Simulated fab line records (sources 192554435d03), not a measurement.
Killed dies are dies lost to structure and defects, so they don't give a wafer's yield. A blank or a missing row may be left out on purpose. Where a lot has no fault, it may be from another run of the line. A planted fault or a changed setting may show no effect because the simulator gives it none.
fab line records ; flow n5-finfet
[record] lots = 6; wafers = 18; last-day = 17
route steps=1938 shown BEOL_M0_SAQP@688 BEOL_M0_CUTY@701 BEOL_M4@1111 PASSIVATION@1936
lots that met no fault: from a run of the same line without faults
start-h: the number of hours between the record's first day and the start of the first shown wafer of the lot ; wait-h: time in hours since the lot's previous step ; " same as the row above ; L1.1+2: a row that stands for several wafers ; - either no value or no given start ; * or withheld: withheld ; < > ~ a bound
route shown NAME@n: a module of which the file shows steps, and the number in the route of the first ; usual: average and standard deviation across the fault-free wafers ; same: alike in all rows ; chamber/n: place in a boat ; sites: readings site by site ; _std_site: the standard deviation of these ; _edge_site: inner sites' mean taken away from outer sites' mean ; radius-mm: how far each site lies from the wafer's centre ; mask NAME#n: copy n ; behind: tool/chamber where the wafer was last shaped ; hold: why the lot went on hold/how many hours it stayed there/how the hold came to an end ; device: names the non-switching transistor (n, p or np) ; end of line: the route-end tests of the same wafers ; a step with no rows: only its recipe ; killed: the dies lost at the first sort to structure and to defects; this is not the yield of the wafer ; map: the dies of a wafer, with x for killed, . for not killed, _ for no die there
set.NAME: the run value of the setting; set.NAME@STEP: its run value at that earlier step ; model.NAME: the simulator's own value behind a step, which no gauge read
lots at selected steps of the route; one table per step, one row per wafer
services: the hour from which a tool's chamber was out of use, counted from the record's first day as start-h (under 0 if before that day), plus the number of hours and why
[[steps]]
[step N5_BEOL_M0_SAQP_DEVELOP_39]
[recipe] develop-time-s = 30; developer = TMAH; resist = CAR-EUV; rinse-liquid = surfactant-rinse; dry = air-spin; dev-temp-c = 23
[step N5_BEOL_M0_SAQP_CD_MEAS_40]
[recipe] target-cd-nm = 30; landing-energy-ev = 500; detector = se-inlens
[usual] cd-nm = 29.94/0.24
lot.wafer;tool;chamber;start-h;wait-h;cd-nm
L650.1;cd-sem-01;0;110.79;-;30.13
L650.2;cd-sem-01;0;110.79;-;30.40
L650.3;cd-sem-01;0;110.79;-;30.45
L651.2;cd-sem-01;0;119.23;-;29.48
L651.4;cd-sem-01;0;119.23;-;30.18
L651.5;cd-sem-01;0;119.23;-;30.24
L667.3;cd-sem-03;0;215.43;-;29.97
L667.4;cd-sem-03;0;215.43;-;30.10
L667.5;cd-sem-03;0;215.43;-;30.00
L668.4;cd-sem-01;0;220.34;-;29.96
L668.5;cd-sem-01;0;220.34;-;29.76
L668.6;cd-sem-01;0;220.34;-;29.95
L669.1;cd-sem-01;0;225.13;-;29.91
L669.2;cd-sem-01;0;225.13;-;30.09
L669.5;cd-sem-01;0;225.13;-;30.11
L673.1;cd-sem-02;0;250.24;-;29.64
L673.4;cd-sem-02;0;250.24;-;30.15
L673.5;cd-sem-02;0;250.24;-;29.31
[step N5_BEOL_M0_SAQP_OVL_MEAS_41]
[recipe] points-per-wafer = 522
[usual] M0_CUT1_OVL = 0.0/0.68
lot.wafer;tool;chamber;start-h;wait-h;M0_CUT1_OVL[nm]
L650.1;overlay-02;0;110.83;0.0;-1.5
L650.2;overlay-02;0;110.83;0.0;-0.9
L650.3;overlay-02;0;110.83;0.0;-0.6
L651.2;overlay-02;0;119.27;0.0;0.3
L651.4;overlay-02;0;119.27;0.0;1.1
L651.5;overlay-02;0;119.27;0.0;0.8
L667.3;overlay-02;0;215.47;0.0;-1.4
L667.4;overlay-02;0;215.47;0.0;-0.5
L667.5;overlay-02;0;215.47;0.0;-0.9
L668.4;overlay-01;0;220.39;0.0;0.6
L668.5;overlay-01;0;220.39;0.0;0.6
L668.6;overlay-01;0;220.39;0.0;0.4
L669.1;overlay-02;0;225.16;0.0;-0.1
L669.2;overlay-02;0;225.16;0.0;0.2
L669.5;overlay-02;0;225.16;0.0;0.2
L673.1;overlay-02;0;250.27;0.0;0.0
L673.4;overlay-02;0;250.27;0.0;-1.0
L673.5;overlay-02;0;250.27;0.0;-1.0
[step N5_BEOL_M0_SAQP_INSPECT_42]
[recipe] mode = adi; inspect-instrument = brightfield
[usual] raw-defect-count = 326/83
lot.wafer;tool;chamber;start-h;wait-h;raw-defect-count
L650.1;defect-inspect-02;-;110.88;0.1;213
L650.2;defect-inspect-02;-;110.88;0.1;273
L650.3;defect-inspect-02;-;110.88;0.1;288
L651.2;defect-inspect-01;-;119.32;0.0;413
L651.4;defect-inspect-01;-;119.32;0.0;404
L651.5;defect-inspect-01;-;119.32;0.0;371
L667.3;defect-inspect-01;-;215.52;0.0;335
L667.4;defect-inspect-01;-;215.52;0.0;320
L667.5;defect-inspect-01;-;215.52;0.0;375
L668.4;defect-inspect-02;-;220.43;0.0;491
L668.5;defect-inspect-02;-;220.43;0.0;275
L668.6;defect-inspect-02;-;220.43;0.0;277
L669.1;defect-inspect-02;-;225.22;0.1;208
L669.2;defect-inspect-02;-;225.22;0.1;334
L669.5;defect-inspect-02;-;225.22;0.1;235
L673.1;defect-inspect-01;-;250.33;0.1;307
L673.4;defect-inspect-01;-;250.33;0.1;306
L673.5;defect-inspect-01;-;250.33;0.1;335
[step N5_BEOL_M0_SAQP_DESCUM_45]
[recipe] chemistry = O2; time-s = 7; source-power-w = 50; bias-power-w = 20; pressure-mtorr = 20; rf-frequency-hz = 2.712e+07; temp-c = 40; resist = CAR-EUV; o2-flow-sccm = 225
[usual] chamber-pressure-mTorr = 20.000/0.016; drypump-motor-current-A = 5.5/0.53; oes-product-au = 0.80/0.072; rf-vpp-V = 242.7/1.3; showerhead-plenum-p-Torr = 2.07/0.065; throttle-valve-pct = 20.28/0.14
[same] time-s = 7
lot.wafer;tool;chamber;start-h;wait-h;chamber-pressure-mTorr;drypump-motor-current-A;oes-product-au;rf-hours-counter-h;rf-vpp-V;showerhead-plenum-p-Torr;throttle-valve-pct
L650.1;rie-diel-01;2;110.92;0.0;20.023;5.0;0.84;52;243.7;2.05;20.22
L650.2;rie-diel-01;0;110.92;0.0;19.977;5.8;0.77;127;245.0;2.19;20.54
L650.3;rie-diel-01;1;110.92;0.0;19.998;5.8;0.77;129;241.4;2.01;20.09
L651.2;rie-diel-01;2;119.35;0.0;19.996;4.9;0.84;54;241.0;2.05;20.21
L651.4;rie-diel-01;2;119.35;0.0;20.012;4.9;0.84;-;242.1;2.05;20.23
L651.5;rie-diel-01;0;119.35;0.0;20.013;5.7;0.78;-;244.6;2.19;20.53
L667.3;rie-diel-06;0;215.74;0.2;20.010;5.8;0.92;23;241.7;2.06;20.20
L667.4;rie-diel-06;0;215.74;0.2;19.998;5.8;0.92;-;241.1;2.06;20.21
L667.5;rie-diel-06;3;215.74;0.2;20.020;5.9;0.83;-;243.2;2.04;20.21
L668.4;rie-diel-06;2;220.91;0.5;20.023;5.7;0.68;-;242.4;2.07;20.22
L668.5;rie-diel-06;0;220.91;0.5;20.016;5.7;0.93;-;244.1;2.06;20.23
L668.6;rie-diel-06;3;220.91;0.5;19.980;5.9;0.83;-;242.9;2.04;20.22
L669.1;rie-diel-01;2;226.36;1.1;19.991;5.0;0.81;88;242.9;2.04;20.27
L669.2;rie-diel-01;0;226.36;1.1;19.984;5.7;0.74;163;244.8;2.18;20.58
L669.5;rie-diel-01;1;226.36;1.1;20.004;5.8;0.75;-;242.4;2.00;20.15
L673.1;rie-diel-01;0;250.36;0.0;20.002;5.7;0.74;171;244.1;2.17;20.60
L673.4;rie-diel-01;3;250.36;0.0;20.012;4.7;0.81;113;242.2;2.02;20.27
L673.5;rie-diel-01;3;250.36;0.0;19.995;4.7;0.81;-;242.3;2.02;20.28
[step N5_BEOL_M0_SAQP_ETCH_88]
[recipe] chemistry = N2/H2; target = underlayer; target-depth-a = 65; time-s = 5.2; ion-energy-ev = 200; mask-material = CAR-EUV; pressure-mtorr = 30; source-w = 840; bias-w = 150; n2-flow-sccm = 200; h2-flow-sccm = 200; ends = cleared
[usual] chamber-pressure-mTorr = 30.01/0.042; drypump-motor-current-A = 5.5/0.52; etch-rf-on-time-s = 5.20/0.088; oes-product-au = 0.68/0.063; rf-vpp-V = 523.1/2.7; showerhead-plenum-p-Torr = 2.52/0.08; throttle-valve-pct = 17.72/0.2
lot.wafer;tool;chamber;start-h;wait-h;chamber-pressure-mTorr;drypump-motor-current-A;etch-rf-on-time-s;oes-product-au;rf-hours-counter-h;rf-vpp-V;showerhead-plenum-p-Torr;throttle-valve-pct
L650.1;rie-diel-01;2;110.95;0.0;30.01;5.0;5.08;0.73;52;524.2;2.49;17.62
L650.2;rie-diel-01;0;110.95;0.0;29.93;5.8;5.24;0.65;127;527.2;2.66;18.09
L650.3;rie-diel-01;1;110.95;0.0;29.93;5.8;5.24;0.66;129;517.8;2.45;17.56
L651.2;rie-diel-01;2;119.39;0.0;30.04;4.9;5.18;0.71;54;524.7;2.48;17.63
L651.4;rie-diel-01;2;119.39;0.0;30.00;5.0;5.12;0.73;-;523.7;2.48;17.64
L651.5;rie-diel-01;0;119.39;0.0;30.03;5.8;5.33;0.64;-;525.4;2.66;18.07
L667.3;rie-diel-06;0;215.77;0.0;30.03;5.8;5.08;0.79;23;521.2;2.48;17.46
L667.4;rie-diel-06;0;215.77;0.0;29.98;5.8;5.10;0.81;-;523.4;2.49;17.46
L667.5;rie-diel-06;3;215.77;0.0;29.96;5.9;5.06;0.72;-;521.6;2.47;17.58
L668.4;rie-diel-06;2;220.93;0.0;30.01;5.7;5.27;0.58;-;525.3;2.51;17.73
L668.5;rie-diel-06;0;220.93;0.0;29.99;5.8;5.03;0.79;-;522.1;2.48;17.47
L668.6;rie-diel-06;3;220.93;0.0;30.01;5.9;5.00;0.71;-;520.6;2.47;17.58
L669.1;rie-diel-01;2;226.39;0.0;30.03;4.9;5.09;0.69;88;523.4;2.47;17.70
L669.2;rie-diel-01;0;226.39;0.0;29.98;5.7;5.30;0.62;163;528.0;2.65;18.16
L669.5;rie-diel-01;1;226.39;0.0;30.01;5.8;5.23;0.62;-;519.8;2.44;17.62
L673.1;rie-diel-01;0;250.40;0.0;30.06;5.7;5.25;0.62;171;525.2;2.64;18.17
L673.4;rie-diel-01;3;250.40;0.0;30.01;4.7;5.11;0.69;113;521.9;2.46;17.70
L673.5;rie-diel-01;3;250.40;0.0;30.04;4.7;5.13;0.68;-;522.5;2.46;17.68
[step N5_BEOL_M0_SAQP_ETCH_73]
[recipe] chemistry = CF4; target = SiARC; target-depth-a = 195; mask-material = CAR-EUV; time-s = 32.5; ion-energy-ev = 80; pressure-mtorr = 40; source-w = 545; bias-w = 36; Ar_flow_sccm = 100; cf4-flow-sccm = 100; ends = cleared
[step N5_BEOL_M0_SAQP_CUT_ETCH_46]
[recipe] chemistry = N2/H2; target = SOC; target-depth-a = 1350; overetch-a = 270; temp-c = 40; time-s = 202.5; ion-energy-ev = 200; mask-material = SiARC; pressure-mtorr = 30; source-w = 840; bias-w = 150; n2-flow-sccm = 200; h2-flow-sccm = 200
[usual] chamber-pressure-mTorr = 30.003/0.027; drypump-motor-current-A = 5.5/0.53; rf-vpp-V = 523.1/2.4; showerhead-plenum-p-Torr = 2.52/0.08; throttle-valve-pct = 17.68/0.19
[same] time-s = 202.5
lot.wafer;tool;chamber;start-h;wait-h;chamber-pressure-mTorr;drypump-motor-current-A;rf-hours-counter-h;rf-vpp-V;showerhead-plenum-p-Torr;throttle-valve-pct
L650.1;rie-diel-01;2;111.00;0.0;29.983;4.9;52;522.4;2.49;17.57
L650.2;rie-diel-01;0;111.00;0.0;30.044;5.8;127;525.3;2.66;18.05
L650.3;rie-diel-01;1;111.00;0.0;30.003;5.8;129;521.9;2.45;17.50
L651.2;rie-diel-01;2;119.44;0.0;29.974;5.0;55;521.2;2.48;17.59
L651.4;rie-diel-01;2;119.44;0.0;29.976;4.9;-;522.9;2.48;17.59
L651.5;rie-diel-01;0;119.44;0.0;30.056;5.7;-;527.4;2.66;18.04
L667.3;rie-diel-06;0;215.82;0.0;29.976;5.8;23;521.2;2.48;17.43
L667.4;rie-diel-06;0;215.82;0.0;30.007;5.8;-;521.8;2.48;17.43
L667.5;rie-diel-06;3;215.82;0.0;30.027;5.9;-;521.5;2.47;17.54
L668.4;rie-diel-06;2;221.05;0.1;30.013;5.7;-;523.2;2.51;17.70
L668.5;rie-diel-06;0;221.05;0.1;30.028;5.8;-;522.8;2.48;17.43
L668.6;rie-diel-06;3;221.05;0.1;30.009;5.9;-;522.7;2.47;17.56
L669.1;rie-diel-01;2;226.44;0.0;29.993;4.9;88;520.4;2.47;17.63
L669.2;rie-diel-01;0;226.44;0.0;29.997;5.8;163;526.4;2.65;18.11
L669.5;rie-diel-01;1;226.44;0.0;29.956;5.8;-;520.7;2.44;17.57
L673.1;rie-diel-01;0;250.45;0.0;30.047;5.7;171;527.8;2.64;18.10
L673.4;rie-diel-01;3;250.45;0.0;30.003;4.7;113;520.7;2.46;17.64
L673.5;rie-diel-01;3;250.45;0.0;29.964;4.7;-;523.2;2.46;17.63
[step N5_BEOL_M0_SAQP_STRIP_74]
[recipe] chemistry = N2/H2; temp-c = 40; n2-flow-sccm = 200; h2-flow-sccm = 200; rf-frequency-hz = 6e+07
[step N5_BEOL_M0_SAQP_STRIP_89]
[recipe] chemistry = N2/H2; temp-c = 40; n2-flow-sccm = 200; h2-flow-sccm = 200; rf-frequency-hz = 6e+07
[step N5_BEOL_M0_SAQP_ALD_48]
[recipe] material = SiO2; target-thk-a = 200; temp-c = 100; ald-precursor-family = BDEAS; ald-co-reactant = O2-plasma; pulse-time-s = 1; co-reactant-pulse-time-s = 1; purge-time-s = 2; co-reactant-purge-time-s = 2; ald-cycles = 139; pressure-torr = 2
[usual] chamber-pressure-Torr = 2.000/0.004; heater-power-w = 79/6.3; precursor-pulse-height-rel = 1.002/0.019
lot.wafer;tool;chamber;start-h;wait-h;chamber-pressure-Torr;heater-power-w;precursor-pulse-height-rel
L650.1;ald-sin-01;3;111.20;0.0;2.001;71;1.004
L650.2;ald-sin-01;1;111.20;0.0;2.006;89;1.019
L650.3;ald-sin-01;2;111.20;0.0;1.992;78;1.013
L651.2;ald-sin-01;2;119.64;0.0;2.003;77;0.998
L651.4;ald-sin-01;0;119.64;0.0;1.996;70;1.009
L651.5;ald-sin-01;2;119.64;0.0;2.001;77;1.013
L667.3;ald-sin-02;0;216.02;0.0;2.002;84;0.996
L667.4;ald-sin-02;0;216.02;0.0;1.999;87;1.013
L667.5;ald-sin-02;2;216.02;0.0;2.003;78;0.986
L668.4;ald-sin-03;0;221.37;0.2;2.002;72;1.012
L668.5;ald-sin-03;0;221.37;0.2;2.007;74;1.013
L668.6;ald-sin-03;3;221.37;0.2;2.002;88;1.047
L669.1;ald-sin-02;1;226.81;0.2;1.997;77;0.991
L669.2;ald-sin-02;0;226.81;0.2;1.995;86;0.978
L669.5;ald-sin-02;0;226.81;0.2;1.996;85;1.017
L673.1;ald-sin-01;1;250.65;0.0;2.004;89;0.986
L673.4;ald-sin-01;3;250.65;0.0;1.998;67;0.995
L673.5;ald-sin-01;3;250.65;0.0;2.006;67;1.011
[step N5_BEOL_M0_SAQP_ETCH_49]
[recipe] chemistry = CF4/O2; target-depth-a = 370; target = SiO2; pressure-mtorr = 40; source-w = 535; bias-w = 49; Ar_flow_sccm = 100; cf4-flow-sccm = 100; O2_flow_sccm = 10; ion-energy-ev = 100
[usual] chamber-pressure-mTorr = 40.00/0.033; drypump-motor-current-A = 5.7/0.44; oes-product-au = 0.81/0.096; rf-vpp-V = 240.0/2.8; showerhead-plenum-p-Torr = 2.18/0.06; throttle-valve-pct = 15.70/0.18
lot.wafer;tool;chamber;start-h;wait-h;chamber-pressure-mTorr;drypump-motor-current-A;oes-product-au;rf-hours-counter-h;rf-vpp-V;showerhead-plenum-p-Torr;throttle-valve-pct
L650.1;rie-diel-01;1;111.73;0.3;40.07;5.8;0.77;129;235.8;2.12;15.54
L650.2;rie-diel-01;0;111.73;0.3;40.03;5.7;0.76;127;245.9;2.31;15.96
L650.3;rie-diel-01;2;111.73;0.3;39.98;4.9;0.84;52;239.7;2.16;15.55
L651.2;rie-diel-06;1;120.17;0.3;40.00;6.6;0.90;35;247.6;2.33;15.72
L651.4;rie-diel-06;1;120.17;0.3;39.99;6.6;0.90;-;247.6;2.33;15.74
L651.5;rie-diel-06;2;120.17;0.3;40.01;5.6;0.70;-;239.1;2.18;15.66
L667.3;rie-diel-06;3;216.55;0.3;39.97;5.9;0.84;64;239.5;2.15;15.57
L667.4;rie-diel-06;2;216.55;0.3;40.06;5.6;0.69;-;240.1;2.17;15.71
L667.5;rie-diel-06;3;216.55;0.3;39.99;5.9;0.84;-;240.0;2.15;15.57
L668.4;rie-diel-06;0;222.02;0.4;39.99;5.8;0.92;-;237.5;2.16;15.52
L668.5;rie-diel-06;2;222.02;0.4;39.99;5.7;0.68;-;239.5;2.17;15.70
L668.6;rie-diel-06;3;222.02;0.4;39.96;5.9;0.82;-;238.9;2.14;15.58
L669.1;rie-diel-01;0;227.81;0.7;39.99;5.7;0.74;164;243.7;2.29;16.03
L669.2;rie-diel-01;1;227.81;0.7;39.95;5.8;0.74;163;236.1;2.11;15.60
L669.5;rie-diel-01;2;227.81;0.7;39.96;5.0;0.81;-;240.5;2.14;15.63
L673.1;rie-diel-02;0;251.18;0.3;39.93;5.9;0.71;238;237.2;2.17;15.99
L673.4;rie-diel-02;3;251.18;0.3;40.00;5.5;0.68;223;241.1;2.26;15.93
L673.5;rie-diel-02;2;251.18;0.3;40.05;6.0;0.92;-;238.3;2.16;15.76
[step N5_BEOL_M0_SAQP_STRIP_75]
[recipe] chemistry = CF4; resist = SiARC; power-w = 300; bias-power-w = 75; pressure-mtorr = 50; cf4-flow-sccm = 150; rf-frequency-hz = 6e+07
[usual] bias-power-w = 75.01/0.22; cf4-flow-sccm = 150.0/0.45; chamber-pressure-mTorr = 50.00/0.047; drypump-motor-current-A = 5.7/0.44; oes-product-au = 0.186/0.021; rf-vpp-V = 270.8/1.4; showerhead-plenum-p-Torr = 1.78/0.047; throttle-valve-pct = 13.44/0.18
lot.wafer;tool;chamber;start-h;wait-h;bias-power-w;cf4-flow-sccm;chamber-pressure-mTorr;drypump-motor-current-A;oes-product-au;rf-hours-counter-h;rf-vpp-V;showerhead-plenum-p-Torr;throttle-valve-pct
L650.1;rie-diel-01;1;111.83;0.1;75.18;149.3;49.93;5.8;0.174;129;269.0;1.73;13.32
L650.2;rie-diel-01;0;111.83;0.1;75.24;149.4;49.98;5.7;0.176;127;272.5;1.87;13.68
L650.3;rie-diel-01;2;111.83;0.1;74.76;150.5;50.09;4.9;0.194;52;271.2;1.76;13.27
L651.2;rie-diel-06;1;120.27;0.1;75.24;151.0;50.03;6.6;0.196;35;272.9;1.89;13.42
L651.4;rie-diel-06;1;120.27;0.1;75.61;151.0;49.99;6.6;0.211;-;273.7;1.89;13.40
L651.5;rie-diel-06;2;120.27;0.1;75.06;149.7;49.97;5.7;0.165;-;271.1;1.77;13.42
L667.3;rie-diel-06;3;216.65;0.1;-;-;-;-;-;-;-;-;-
L667.4;rie-diel-06;2;216.65;0.1;-;-;-;-;-;-;-;-;-
L667.5;rie-diel-06;3;216.65;0.1;-;-;-;-;-;-;-;-;-
L668.4;rie-diel-06;0;222.08;0.0;-;-;-;-;-;-;-;-;-
L668.5;rie-diel-06;2;222.08;0.0;-;-;-;-;-;-;-;-;-
L668.6;rie-diel-06;3;222.08;0.0;-;-;-;-;-;-;-;-;-
L669.1;rie-diel-01;0;227.91;0.1;74.94;150.6;50.05;5.8;0.168;164;273.1;1.86;13.75
L669.2;rie-diel-01;1;227.91;0.1;74.98;149.9;50.06;5.8;0.172;163;269.1;1.72;13.37
L669.5;rie-diel-01;2;227.91;0.1;75.14;149.8;49.98;4.9;0.183;-;268.9;1.75;13.36
L673.1;rie-diel-02;0;251.28;0.1;75.37;150.1;49.95;5.9;0.163;238;272.2;1.76;13.76
L673.4;rie-diel-02;3;251.28;0.1;74.85;151.0;50.05;5.6;0.159;223;271.2;1.84;13.69
L673.5;rie-diel-02;2;251.28;0.1;75.40;150.9;49.98;6.0;0.199;-;270.6;1.76;13.46
[step N5_BEOL_M0_CUTY_COAT_50]
[recipe] resist = SiARC; temp-c = 220; time-s = 60; spin-rpm = 1500; resist-thk-nm = 15
[step N5_BEOL_M4_RC_MEAS_101]
[usual] DIBL_N = 35.9/1.3; DIBL_P = 35.9/1.6; IOFF_N = 0.156/0.022; IOFF_P = 0.205/0.023; ION_N = 675/9; ION_P = 463/5.6; SS_N = 71.4/0.57; SS_P = 73.1/0.52; VT_N = 249.7/2.8; VT_P = -250.2/2.5
lot.wafer;tool;chamber;start-h;wait-h;DIBL_N[mV/V];DIBL_P[mV/V];IOFF_N[nA/um];IOFF_P[nA/um];ION_N[uA/um];ION_P[uA/um];SS_N[mV/dec];SS_P[mV/dec];VT_N[mV];VT_P[mV]
L650.1;prober-01;0;155.47;0.0;35.2;35.2;0.136;0.199;662;454;70.0;73.1;253.7;-250.7
L650.2;prober-01;0;155.47;0.0;35.2;35.6;0.135;0.198;666;463;70.7;72.9;254.0;-249.3
L650.3;prober-01;0;155.47;0.0;37.0;37.2;0.164;0.230;678;466;71.2;73.0;249.3;-246.5
L651.2;prober-02;0;172.29;0.2;34.8;32.9;0.145;0.205;679;466;71.4;72.8;247.0;-247.6
L651.4;prober-02;0;172.29;0.2;34.4;33.7;0.148;0.208;678;471;70.7;73.6;247.8;-248.8
L651.5;prober-02;0;172.29;0.2;35.3;34.4;0.157;0.222;685;469;71.1;72.9;246.2;-248.8
L667.3;prober-02;0;273.03;0.3;34.8;33.5;0.118;0.187;663;467;70.5;73.0;253.8;-249.0
L667.4;prober-02;0;273.03;0.3;36.9;36.0;0.158;0.237;685;474;71.1;73.7;247.4;-245.5
L667.5;prober-02;0;273.03;0.3;36.2;35.0;0.136;0.213;663;465;71.2;73.5;250.5;-249.8
L668.4;prober-01;0;283.55;0.5;36.8;39.5;0.190;0.215;693;463;72.4;73.8;245.7;-252.3
L668.5;prober-01;0;283.55;0.5;38.2;40.3;0.209;0.221;687;461;72.6;73.9;243.3;-250.9
L668.6;prober-01;0;283.55;0.5;37.1;38.7;0.185;0.206;682;460;72.1;73.4;245.8;-252.2
L669.1;prober-01;0;293.29;0.0;35.6;37.9;0.147;0.197;663;460;71.5;73.8;253.8;-252.6
L669.2;prober-01;0;293.29;0.0;34.8;36.6;0.135;0.178;673;462;71.2;72.7;253.5;-253.9
L669.5;prober-01;0;293.29;0.0;35.9;38.0;0.150;0.199;669;456;72.1;73.5;255.1;-250.2
L673.1;prober-02;0;298.27;0.0;37.7;36.7;0.173;0.202;683;462;71.7;73.5;249.6;-254.5
L673.4;prober-02;0;298.27;0.0;37.9;36.8;0.175;0.203;681;460;72.3;73.8;248.5;-252.4
L673.5;prober-02;0;298.27;0.0;39.2;38.4;0.201;0.235;679;462;72.1;73.6;249.6;-252.1
[step N5_PASSIVATION_PROBE_49]
[usual] defect-limited-yield = 91.3/1.4; killed_at_M0_to_M3 = 35/11; killed_at_M4_up = 14/5.4; killed-at-contacts = 12/6.2; killed-at-front-end = 38/11; killed-at-other = 4.1/2.8; killed-dies = 103/17; killed-open = 66/13; killed-short = 34/8.2; sort_bin_5_function = 5.1/0.89; sort_bin_6_memory = 3.3/0.72; sort-n-pass = 1077/17; sort-yield-pct = 91.3/1.4
[same] gross-dies = 1180; killed-at-back-side = 0; sort_bin_4_leakage[%] = 0; sort_bin_8_speed[%] = 0
lot.wafer;tool;chamber;start-h;wait-h;defect-limited-yield[%];killed_at_M0_to_M3;killed_at_M4_up;killed-at-contacts;killed-at-front-end;killed-at-other;killed-dies;killed-open;killed-short;sort_bin_5_function[%];sort_bin_6_memory[%];sort-n-pass;sort-yield-pct[%]
L668.4;prober-02;-;386.97;0.2;90.1;51;10;7;43;6;117;74;39;5.2;4.4;1063;90.1
L668.5;prober-02;-;387.02;0.2;90.1;32;11;2;63;9;117;82;34;5.9;3.8;1063;90.1
L668.6;prober-02;-;387.07;0.3;93.6;23;6;6;31;9;75;41;32;3.5;2.4;1105;93.6
// killed by level:class
L668.4 BEOL_M0_SAQP:geometric-particle:short=14 BEOL_M0_SAQP:geometric-particle:open=13 BEOL_M2:geometric-particle:open=13 FIN_SAQP:geometric-particle:open=8 FIN_SAQP:geometric-particle:short=7 GATE_CUT:geometric-particle:short=6 BEOL_M4:geometric-particle:open=6 BEOL_M0:geometric-particle:open=5
L668.5 FIN_SAQP:geometric-particle:open=27 FIN_SAQP:geometric-particle:short=8 BEOL_M0_SAQP:geometric-particle:open=7 ILD0:geometric-particle:short=7 BEOL_M0_SAQP:geometric-particle:short=7 BEOL_M2:geometric-particle:open=6 DUMMY_GATE:geometric-particle:open=5 BEOL_M4:geometric-particle:open=5
L668.6 FIN_SAQP:geometric-particle:open=8 BEOL_M0_SAQP:geometric-particle:open=8 BEOL_M0_SAQP:geometric-particle:short=7 MOL_CONTACT_COAG:geometric-particle:open=5 BEOL_M3:geometric-particle:short=4 FIN_SAQP:geometric-particle:short=3 STI_FIN_REVEAL:geometric-particle:open=3 GATE_CUT:geometric-particle:short=3
[[services]]
tool;chamber;start-h;hours;kind
rie-diel-01;3;89.53;8.7;repair
rie-diel-01;3;103.31;18.9;repair
rie-diel-02;2;105.26;7.6;repair
rie-diel-06;0;115.84;5.3;repair
rie-diel-06;0;121.19;-;clean
rie-diel-06;0;121.19;-;consumable-replace:focus-ring
rie-diel-06;0;121.19;21.9;scheduled-down
rie-diel-06;0;121.19;21.9;vent-cycle
rie-diel-06;1;128.14;16.7;repair
rie-diel-02;2;132.32;6.3;repair
ald-sin-01;-;136.65;28.1;pm
rie-diel-06;2;142.69;23.3;repair
ald-sin-01;-;164.75;6.0;pm
ald-sin-01;-;179.13;14.0;pm
ald-sin-01;0;179.13;14.0;vent-cycle
ald-sin-01;1;179.13;14.0;vent-cycle
ald-sin-01;2;179.13;14.0;vent-cycle
ald-sin-01;3;179.13;14.0;vent-cycle
ald-sin-01;0;193.13;-;clean
ald-sin-01;0;213.63;5.6;repair
rie-diel-02;-;215.56;14.6;pm
ald-sin-03;2;215.76;1.7;repair
ald-sin-02;3;215.92;20.9;repair
rie-diel-01;-;231.04;0.4;repair
[[key]]
[first-sign] step = N5_BEOL_M0_SAQP_STRIP_75; reading = tool-record; direction = missing
effect none on later readings
met-at N5_BEOL_M0_SAQP_STRIP_75
struck-wafers L667.3,L667.4,L667.5,L668.4,L668.5,L668.6
onset-between 120.27 216.65
[fault] kind = skipped-step-whole; tool = rie-diel-06; chamber = -; onset-h = 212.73; steps = N5_BEOL_M0_SAQP_STRIP_75; scope = struck-lots-only
